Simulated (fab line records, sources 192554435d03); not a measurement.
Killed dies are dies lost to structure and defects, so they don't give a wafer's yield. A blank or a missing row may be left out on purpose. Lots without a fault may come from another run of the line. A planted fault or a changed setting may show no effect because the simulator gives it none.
Chamber matching | flow n5_finfet | N5_BEOL_M0_SAQP_CUT_ETCH_46 on rie_diel-03: 4 sister chambers
The step etches SOC in N2/H2, target depth 135 nm, overetch 27 nm, time 202.5 s. 8 wafers are shown with their chamber, then 8 later ones without.

WAFERS WITH THEIR CHAMBER
wafer  | chamber | showerhead_plenum_p_Torr (Torr) | throttle_valve_pct (%)
L079.4 | 3       | 2.63                            | 17.72
L083.5 | 3       | 2.62                            | 17.73
L084.6 | 1       | 2.52                            | 18.11
L086.5 | 2       | 2.58                            | 17.88
L089.2 | 0       | 2.42                            | 17.79
L089.5 | 2       | 2.58                            | 17.88
L089.6 | 1       | 2.51                            | 18.11
L090.2 | 0       | 2.42                            | 17.78

WAFERS WITHOUT THEIR CHAMBER
wafer  | showerhead_plenum_p_Torr (Torr) | throttle_valve_pct (%)
L090.5 | 2.51                            | 18.12
L090.6 | 2.58                            | 17.91
L093.3 | 2.42                            | 17.78
L093.5 | 2.42                            | 17.78
L093.6 | 2.62                            | 17.77
L097.1 | 2.57                            | 17.92
L097.2 | 2.61                            | 17.78
L097.6 | 2.57                            | 17.91

WHICH CHAMBER EACH WENT THROUGH
wafer  | from the rows above | in truth
L090.5 | 1                   | 1
L090.6 | 2                   | 2
L093.3 | 0                   | 0
L093.5 | 0                   | 0
L093.6 | 3                   | 3
L097.1 | 2                   | 2
L097.2 | 3                   | 3
L097.6 | 2                   | 2
Placed correctly: 8 of 8. Can't be placed from these rows: 0. Placed wrongly: 0.
How it was worked out, from the rows above alone: a wafer's distance from a chamber is the root of the sum, over the readings, of the square of ((its reading less the chamber's mean) divided by the reading's scatter). The wafer belongs to the nearest chamber; if the next one is less than 2 further off, it can't be placed. A chamber's mean is the mean of its shown wafers. The scatter: the root of (the sum of the squares of (reading less its chamber's mean) over the shown wafers, divided by (wafers less chambers)).
